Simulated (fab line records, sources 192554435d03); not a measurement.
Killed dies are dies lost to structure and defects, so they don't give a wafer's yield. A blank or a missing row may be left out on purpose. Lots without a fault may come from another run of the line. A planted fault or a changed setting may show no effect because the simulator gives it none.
Which tool did it? | flow n5_finfet | 11 lots, 28 wafers sampled, at 5 steps of a route of 1938

WHAT THE GAUGES READ, wafer by wafer
N5_BEOL_M0_INSPECT_127: inspects for defects (darkfield). Usual: raw_defect_count 71, standard deviation 26.
lot  | measured     | on                | raw_defect_count | flag
L602 | day 7 02:13  | defect_inspect-01 | 60 76 31         |
L603 | day 7 06:46  | defect_inspect-01 | 63 79            |
L606 | day 7 16:48  | defect_inspect-01 | 104 73 65        |
L607 | day 7 18:21  | defect_inspect-01 | 95 79 190        |
L608 | day 8 12:34  | defect_inspect-01 | 38 38            |
L609 | day 8 18:16  | defect_inspect-01 | 61 90 71         |
L614 | day 9 13:42  | defect_inspect-01 | 70 90            |
L619 | day 10 20:32 | defect_inspect-01 | 91 121           |
L620 | day 11 02:43 | defect_inspect-02 | 30 59 77         |
L621 | day 11 07:56 | defect_inspect-01 | 86 172 115       |
L623 | day 11 15:41 | defect_inspect-01 | 71 66            |

N5_BEOL_M4_RC_MEAS_101. Usual: DIBL_N 36.4 mV/V, standard deviation 2.2; DIBL_P 36.3 mV/V, standard deviation 2.5; IOFF_N 0.17 nA/um, standard deviation 0.052; IOFF_P 0.23 nA/um, standard deviation 0.049; ION_N 674 uA/um, standard deviation 17; ION_P 464 uA/um, standard deviation 11; SS_N 71.7 mV/dec, standard deviation 0.98; SS_P 73.3 mV/dec, standard deviation 0.84; VT_N 250 mV, standard deviation 4; VT_P -249 mV, standard deviation 3.8.
lot  | measured     | on        | DIBL_N (mV/V)  | DIBL_P (mV/V)  | IOFF_N (nA/um) | IOFF_P (nA/um) | ION_N (uA/um) | ION_P (uA/um) | SS_N (mV/dec)  | SS_P (mV/dec)  | VT_N (mV)   | VT_P (mV)      | flag
L602 | day 10 23:06 | prober-02 | 37.6 36.1 33.2 | 38.8 35.6 33.2 | 0.21 0.16 0.12 | 0.33 0.25 0.21 | 691 686 656   | 477 481 464   | 71.3 71.6 70.8 | 73.8 73.1 72.4 | 246 251 256 | -242 -244 -247 |
L603 | day 10 12:07 | prober-02 | 37.2 38.7      | 36.4 39.8      | 0.19 0.22      | 0.25 0.33      | 657 654       | 448 455       | 73.0 72.3      | 74.4 75.3      | 248 247     | -247 -245      |
L606 | day 11 08:59 | prober-02 | 38.3 39.6 35.8 | 38.9 38.2 33.9 | 0.21 0.22 0.17 | 0.25 0.24 0.17 | 697 675 673   | 472 456 454   | 72.0 72.2 72.2 | 73.7 74.4 72.9 | 247 248 248 | -249 -250 -252 |
L607 | day 11 07:29 | prober-02 | 35.6 37.0 36.9 | 35.1 36.9 38.0 | 0.13 0.18 0.17 | 0.18 0.21 0.23 | 666 692 677   | 454 466 465   | 71.5 71.9 70.9 | 73.4 73.4 74.2 | 254 247 249 | -254 -249 -249 |
L608 | day 11 19:19 | prober-01 | 34.4 34.4      | 35.8 36.2      | 0.15 0.14      | 0.20 0.22      | 683 651       | 464 454       | 72.2 71.8      | 73.1 73.4      | 248 253     | -250 -252      |
L609 | day 11 02:43 | prober-01 | 41.1 36.0 35.1 | 40.1 35.0 33.7 | 0.28 0.16 0.13 | 0.34 0.24 0.20 | 689 667 650   | 468 465 453   | 73.3 70.9 71.6 | 74.4 72.9 72.8 | 242 248 251 | -240 -247 -249 |
L614 | day 12 13:23 | prober-01 | 35.7 37.0      | 34.5 36.6      | 0.13 0.17      | 0.21 0.26      | 649 680       | 452 468       | 70.9 71.5      | 73.4 73.4      | 254 246     | -249 -246      |
L619 | day 14 05:27 | prober-02 | 36.8 38.1      | 36.9 38.4      | 0.18 0.19      | 0.24 0.25      | 689 679       | 468 463       | 71.7 72.0      | 72.9 73.9      | 245 246     | -248 -245      |
L620 | day 14 14:22 | prober-01 | 33.2 37.1 35.7 | 33.6 37.4 35.1 | 0.11 0.18 0.15 | 0.17 0.23 0.18 | 667 695 659   | 459 472 451   | 70.6 72.1 70.6 | 71.8 72.9 72.5 | 252 244 251 | -249 -244 -252 |
L621 | day 14 19:58 | prober-02 | 35.2 35.0 36.6 | 34.1 34.6 36.3 | 0.15 0.14 0.17 | 0.20 0.20 0.23 | 683 675 689   | 464 466 470   | 71.3 71.2 72.5 | 72.3 72.1 73.7 | 249 251 249 | -251 -250 -249 |
L623 | day 15 13:28 | prober-01 | 33.5 34.1      | 34.5 34.9      | 0.12 0.14      | 0.19 0.20      | 652 674       | 459 470       | 71.2 70.4      | 72.9 71.8      | 255 248     | -249 -249      |

WHICH TOOL RAN EACH LOT (tool, then ch and the chambers of the sampled wafers, then the start)
lot  | N5_BEOL_M0_SPUTTER_116       | N5_BEOL_M1_PECVD_72             | N5_BEOL_M1_CMP_52
L602 | pvd_sputter-03, day 7 00:47  | pecvd-04 ch 0,2, day 7 02:21    | cmp-02 ch 1,2,3, day 7 19:01
L603 | pvd_sputter-01, day 7 05:18  | pecvd-02 ch 0,2, day 7 06:55    | cmp-03 ch 0,3, day 8 01:29
L606 | pvd_sputter-03, day 7 15:17  | pecvd-02 ch 0,1, day 7 16:56    | cmp-02 ch 0,1,2, day 8 14:27
L607 | pvd_sputter-03, day 7 16:46  | pecvd-04 ch 0,1,2, day 7 18:29  | cmp-02 ch 1,2,3, day 9 04:01
L608 | pvd_sputter-03, day 8 11:05  | pecvd-03 ch 0,2, day 8 12:42    | cmp-04 ch 0,2, day 9 10:25
L609 | pvd_sputter-02, day 8 16:49  | pecvd-04 ch 1,2, day 8 18:24    | cmp-04 ch 2,3, day 9 09:07
L614 | pvd_sputter-03, day 9 11:58  | pecvd-02 ch 0,1, day 9 13:50    | cmp-03 ch 1,3, day 10 00:32
L619 | pvd_sputter-01, day 10 18:53 | pecvd-02 ch 0,1, day 10 20:41   | cmp-04 ch 0,2, day 11 22:44
L620 | pvd_sputter-01, day 11 01:17 | pecvd-04 ch 0,1, day 11 02:52   | cmp-04 ch 0,1,2, day 11 23:49
L621 | pvd_sputter-02, day 11 06:30 | pecvd-03 ch 0,1,2, day 11 08:05 | cmp-03 ch 0,3, day 12 04:18
L623 | pvd_sputter-02, day 11 14:14 | pecvd-04 ch 0,1, day 11 15:49   | cmp-03 ch 0,1, day 12 14:29
- N5_BEOL_M0_SPUTTER_116: material Cu, target thk 4 nm, time 7.37 s.
- N5_BEOL_M1_PECVD_72: deposits SiO2 from TEOS/O2, target thk 16 nm, time 18 s.
- N5_BEOL_M1_CMP_52: polishes, stops on SiOC, t overpolish 6.8 s, target thk 40 nm.

WHAT THE TOOLS THEMSELVES READ (means of the sampled wafers that have a number; where no wafer has one, the mark that the record gives instead)
N5_BEOL_M0_SPUTTER_116. Usual: susceptor_temp_C -20.00 C, standard deviation 0.1; throttle_valve_pct 29.7 %, standard deviation 1.3.
lot  | tool           | susceptor_temp_C (C) | throttle_valve_pct (%) | flag
L602 | pvd_sputter-03 | -20.08               | 29.3                   |
L603 | pvd_sputter-01 | -20.00               | 29.6                   |
L606 | pvd_sputter-03 | -19.95               | 28.7                   |
L607 | pvd_sputter-03 | -20.05               | 28.7                   |
L608 | pvd_sputter-03 | -19.98               | 28.3                   |
L609 | pvd_sputter-02 | -20.05               | 30.5                   |
L614 | pvd_sputter-03 | -19.95               | 29.2                   |
L619 | pvd_sputter-01 | -20.05               | 29.6                   |
L620 | pvd_sputter-01 | -20.05               | 30.6                   |
L621 | pvd_sputter-02 | -19.96               | 30.1                   |
L623 | pvd_sputter-02 | -20.11               | 30.1                   |

N5_BEOL_M1_PECVD_72. Usual: heater_power_w 736 W, standard deviation 93; showerhead_plenum_p_Torr 8.79 Torr, standard deviation 0.071; susceptor_temp_C 399.99 C, standard deviation 0.23; throttle_valve_pct 22.4 %, standard deviation 1.3.
lot  | tool     | heater_power_w (W) | showerhead_plenum_p_Torr (Torr) | susceptor_temp_C (C) | throttle_valve_pct (%) | flag
L602 | pecvd-04 | 899                | 8.70                            | 399.68               | 20.9                   |
L603 | pecvd-02 | 758                | 8.83                            | 400.16               | 23.0                   |
L606 | pecvd-02 | 707                | 8.83                            | 399.95               | 23.5                   |
L607 | pecvd-04 | 950                | 8.74                            | 432.64               | 22.2                   | OFF
L608 | pecvd-03 | 685                | 8.85                            | 399.66               | 22.0                   |
L609 | pecvd-04 | 1016               | 8.75                            | 432.57               | 21.8                   | OFF
L614 | pecvd-02 | 684                | 8.83                            | 399.75               | 23.1                   |
L619 | pecvd-02 | 704                | 8.83                            | 400.13               | 23.1                   |
L620 | pecvd-04 | 778                | 8.79                            | 399.85               | 23.7                   |
L621 | pecvd-03 | 635                | 8.84                            | 400.14               | 22.2                   |
L623 | pecvd-04 | 674                | 8.77                            | 399.78               | 23.1                   |

N5_BEOL_M1_CMP_52. Usual: barrier_field_endpoint_s 24.9 s, standard deviation 0.73; motor_current_A 6.1 A, standard deviation 0.65; pad_life_wafers 639, standard deviation 470.
lot  | tool   | barrier_field_endpoint_s (s) | motor_current_A (A) | pad_life_wafers | flag
L602 | cmp-02 | 25.4                         | 5.6                 | 446             |
L603 | cmp-03 | 25.0                         | 6.0                 | 1713            |
L606 | cmp-02 | 24.5                         | 6.0                 | 583             |
L607 | cmp-02 | 21.1                         | 5.9                 | 679             | OFF
L608 | cmp-04 | 24.4                         | 6.0                 | 495             |
L609 | cmp-04 | 19.9                         | 6.2                 | 480             | OFF
L614 | cmp-03 | 24.8                         | 6.0                 | 2047            |
L619 | cmp-04 | 24.7                         | 6.0                 | 962             |
L620 | cmp-04 | 24.2                         | 6.2                 | 974             |
L621 | cmp-03 | 23.9                         | 5.9                 | 276             |
L623 | cmp-03 | 24.4                         | 6.4                 | 360             |

THE ANSWER, worked out from the rows above alone
Rule: a lot is off if the mean of its wafers that have a number lies more than 3 standard deviations from the usual mean. A lot without any number at a reading at which 4 lots or more have one is off too. The other lots that the step has rows for count as sound. The gauges are gone through in route order, then the tools' own readings, and for those a lot's mean is taken as printed above. The first step at which some lot is off is used, and at that step the reading that is off furthest; a lot without a number counts as furthest.
Off: L607, L609, at N5_BEOL_M1_PECVD_72 (susceptor_temp_C).
A tool fits if, at that step or a process step before it, it ran every lot that is off, and no sound lot after the first of them. None of those tried fits.

WHAT THE SIMULATOR HAD PUT IN
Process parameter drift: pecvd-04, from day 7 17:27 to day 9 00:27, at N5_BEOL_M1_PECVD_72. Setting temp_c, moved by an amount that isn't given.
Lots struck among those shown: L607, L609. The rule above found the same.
